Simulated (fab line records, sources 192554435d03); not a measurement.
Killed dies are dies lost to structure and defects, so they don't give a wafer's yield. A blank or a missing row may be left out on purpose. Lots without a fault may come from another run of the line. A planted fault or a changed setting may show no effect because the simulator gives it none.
A struck lot beside a sound one | flow n5_finfet | 35 steps out of a route of 1938
Sound: wafers L600.1, L600.3, L600.4. Struck: wafers L601.1, L601.5. (L601.6 of the same lot was not struck and is left out.) The cause comes at the end.
At each step with rows: each side's tool, then ch and its chambers, then its first start. Under that, the readings that differ: sound wafers | struck wafers | difference of the means | sigmas: that difference in standard deviations of wafers without a fault.
alike: readings whose means differ by less than 2 such deviations, and words and numbers that are the same on both sides. not compared: withheld readings, readings that some wafer has no value for, bounds like >300 that may hide the same value, and numbers for which the record gives no deviation and whose values overlap.
The two part at a step that has a row with sigmas, a row that says differs or no value, or rows on one side only. Numbers that don't overlap but have no deviation are shown without sigmas and don't part them. A reading that every wafer of one side lacks parts them only if that side has two wafers or more.

first, 11 steps without rows for these wafers: N5_BEOL_M15_ETCH_61 (etches BARC in N2/H2, target depth 89 nm, overetch 26.7 nm, time 67.9 s); N5_BEOL_M15_TRENCH_ETCH_34 (etches SiO2 in C4F8/O2/Ar, target depth 872.93 nm, time 199 s); N5_BEOL_M15_STRIP_36 (strips in O2); N5_BEOL_M15_STRIP_62 (strips in O2); N5_BEOL_M15_STRIP_37 (strips in O2); N5_BEOL_M15_ETCH_38 (etches SiCN in CF4/N2, target depth 106.4 nm, time 120.5 s); N5_BEOL_M15_PRECLEAN_39 (cleans in residue remover, time 60 s); N5_BEOL_M15_SRD_40 (time 30 s, dry time 30 s); N5_BEOL_M15_DEGAS_41 (time 60 s); N5_BEOL_M15_PRE_CLEAN_42 (time 30 s); N5_BEOL_M15_SPUTTER_43 (material TaN, target thk 15 nm, time 24.19 s).
N5_BEOL_M15_SPUTTER_44: material Ta, target thk 15 nm, time 24.19 s.
  sound on pvd_sputter-02, day 14 09:17; struck on pvd_sputter-02, day 14 20:08
  alike: throttle_valve_pct
then, 22 steps without rows for these wafers: N5_BEOL_M15_SPUTTER_45 (material Cu, target thk 100 nm, time 16.67 s); N5_BEOL_M15_ECD_47 (material Cu, target thk 1860 nm); N5_BEOL_M15_ANNEAL_48 (time 90 s); N5_BEOL_M15_CMP_49 (polishes, stops on SiO2, t overpolish 4.9 s, target thk 850 nm); N5_BEOL_M15_PRE_CLEAN_52 (time 15 s); N5_BEOL_M15_DEP_53 (deposits SiCN from 3MS/NH3, target thk 50 nm, time 17.8 s); N5_PASSIVATION_PECVD_00 (deposits SiO2 from SiH4/N2O, target thk 200 nm, time 11.2 s); N5_MIM_BOT_DEGAS_01 (time 60 s); N5_MIM_BOT_SPUTTER_00 (material TiN, target thk 35 nm, time 89.7 s); N5_MIM_TOP_ALD_00 (deposits Al2O3, purge time 3 s, co reactant pulse time 3 s); N5_MIM_TOP_ALD_01 (deposits HfO2, target thk 5.6 nm, pulse time 1 s, purge time 3 s); N5_MIM_TOP_ALD_02 (deposits Al2O3, purge time 3 s, co reactant pulse time 3 s); N5_MIM_TOP_DEGAS_04 (time 60 s); N5_MIM_TOP_SPUTTER_03 (material TiN, target thk 35 nm, time 89.7 s); N5_MIM_TOP_LITHO_HMDS_01 (time 60 s); N5_MIM_TOP_LITHO_COAT_02; N5_MIM_TOP_LITHO_EBR_04; N5_MIM_TOP_LITHO_SOFTBAKE_03 (time 90 s); N5_MIM_TOP_LITHO_EXPOSE_05 (exposes mask MIM TOP, target cd 2000 nm); N5_MIM_TOP_LITHO_PEB_06; N5_MIM_TOP_LITHO_DEVELOP_07 (develop time 60 s); N5_MIM_TOP_LITHO_HARDBAKE_09 (time 120 s).
N5_PASSIVATION_PROBE_49:
  the record has rows for the struck wafers here (prober-02, day 15 14:56) and none for the sound ones

WHERE THEY PART
Only at N5_PASSIVATION_PROBE_49, within this record.

WHY: what the simulator had put in
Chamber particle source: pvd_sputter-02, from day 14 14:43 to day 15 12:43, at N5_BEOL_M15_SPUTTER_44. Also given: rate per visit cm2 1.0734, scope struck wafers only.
